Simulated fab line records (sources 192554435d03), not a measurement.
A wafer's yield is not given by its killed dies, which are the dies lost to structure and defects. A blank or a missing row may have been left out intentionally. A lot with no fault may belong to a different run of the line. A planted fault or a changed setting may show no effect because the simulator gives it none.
Matching of chambers ; flow n5_finfet ; N5_SD_EPI_N_ETCH_34 on rie_diel-04: 4 sister chambers
The step etches SiARC in CF4, target depth 45.5 nm, time 75.8 s. 8 wafers are shown with their chamber, then 9 later ones without.

WAFERS, EACH WITH ITS CHAMBER
wafer;chamber;showerhead_plenum_p_Torr (Torr);drypump_motor_current_A (A)
L082.2;3;2.06;5.0
L083.1;2;2.28;5.1
L084.2;1;2.09;5.8
L084.4;0;2.29;5.6
L084.5;3;2.06;5.1
L086.1;2;2.27;5.1
L086.4;1;2.09;5.8
L086.5;0;2.29;5.6

WAFERS WHOSE CHAMBER IS MISSING
wafer;showerhead_plenum_p_Torr (Torr);drypump_motor_current_A (A)
L091.2;2.05;5.1
L091.3;2.27;5.1
L091.5;2.29;5.5
L092.2;2.27;5.1
L092.4;2.08;5.8
L092.5;2.29;5.5
L094.2;2.28;5.5
L094.4;2.08;5.9
L094.6;2.28;5.6

EACH ONE'S CHAMBER
wafer;from the rows above;in truth
L091.2;3;3
L091.3;2;2
L091.5;0;0
L092.2;2;2
L092.4;1;1
L092.5;0;0
L094.2;0;0
L094.4;1;1
L094.6;0;0
Correctly placed: 9 of 9. Left unplaced by these rows: 0. Placed wrongly: 0.
How it was worked out, from the rows above alone: a wafer's distance from a chamber is the root of the sum, over the readings, of the square of ((its reading less the chamber's mean) divided by the reading's scatter). If the next closest chamber is less than 2 further off than the closest, the wafer can't be placed; otherwise it belongs to the closest. The mean given for a chamber averages the wafers shown for that chamber. How the scatter is found: for the shown wafers, subtract from each reading the mean of its chamber, square and add these, divide the total by (wafers less chambers), then take the root.
